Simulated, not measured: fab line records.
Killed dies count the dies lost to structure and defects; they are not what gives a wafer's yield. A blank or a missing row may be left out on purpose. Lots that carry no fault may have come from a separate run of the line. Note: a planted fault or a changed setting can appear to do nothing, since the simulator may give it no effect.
Chamber matching / flow n5_finfet / rie_diel-03 running N5_MOL_CONTACT_COAG_ETCHBACK_135: 4 sister chambers
The step etches SiO2 in CHF3, target depth 25 nm, time 16.7 s. 8 wafers are shown with their chamber, then 8 later ones without.

WAFERS, EACH WITH ITS CHAMBER
wafer=L076.6; chamber=1; drypump_motor_current_A (A)=5.1; rf_vpp_V (V)=493
wafer=L078.1; chamber=2; drypump_motor_current_A (A)=5.6; rf_vpp_V (V)=532
wafer=L078.2; chamber=0; drypump_motor_current_A (A)=6.4; rf_vpp_V (V)=508
wafer=L078.3; chamber=3; drypump_motor_current_A (A)=5.4; rf_vpp_V (V)=516
wafer=L086.3; chamber=3; drypump_motor_current_A (A)=5.4; rf_vpp_V (V)=515
wafer=L086.4; chamber=1; drypump_motor_current_A (A)=5.1; rf_vpp_V (V)=495
wafer=L086.6; chamber=2; drypump_motor_current_A (A)=5.6; rf_vpp_V (V)=531
wafer=L088.1; chamber=0; drypump_motor_current_A (A)=6.3; rf_vpp_V (V)=508

WAFERS WITHOUT THEIR CHAMBER
wafer=L088.4; drypump_motor_current_A (A)=5.4; rf_vpp_V (V)=515
wafer=L088.5; drypump_motor_current_A (A)=5.1; rf_vpp_V (V)=495
wafer=L089.2; drypump_motor_current_A (A)=6.4; rf_vpp_V (V)=506
wafer=L089.4; drypump_motor_current_A (A)=5.4; rf_vpp_V (V)=514
wafer=L089.6; drypump_motor_current_A (A)=6.3; rf_vpp_V (V)=507
wafer=L093.2; drypump_motor_current_A (A)=6.4; rf_vpp_V (V)=507
wafer=L093.3; drypump_motor_current_A (A)=5.6; rf_vpp_V (V)=531
wafer=L093.5; drypump_motor_current_A (A)=6.4; rf_vpp_V (V)=507

CHAMBER TAKEN BY EACH
wafer=L088.4; from the rows above=3; in truth=3
wafer=L088.5; from the rows above=1; in truth=1
wafer=L089.2; from the rows above=0; in truth=0
wafer=L089.4; from the rows above=3; in truth=3
wafer=L089.6; from the rows above=0; in truth=0
wafer=L093.2; from the rows above=0; in truth=0
wafer=L093.3; from the rows above=2; in truth=2
wafer=L093.5; from the rows above=0; in truth=0
Correct placement for 8 of the 8. Can't be placed from these rows: 0. Number placed wrongly: 0.
How it was worked out, from the rows above alone: a wafer's distance from a chamber is the root of the sum, over the readings, of the square of ((its reading less the chamber's mean) divided by the reading's scatter). If the next closest chamber is less than 2 further off than the closest, the wafer can't be placed; otherwise it belongs to the closest. The mean given for a chamber averages the wafers shown for that chamber. How the scatter is found: for the shown wafers, subtract from each reading the mean of its chamber, square and add these, divide the total by (wafers less chambers), then take the root.
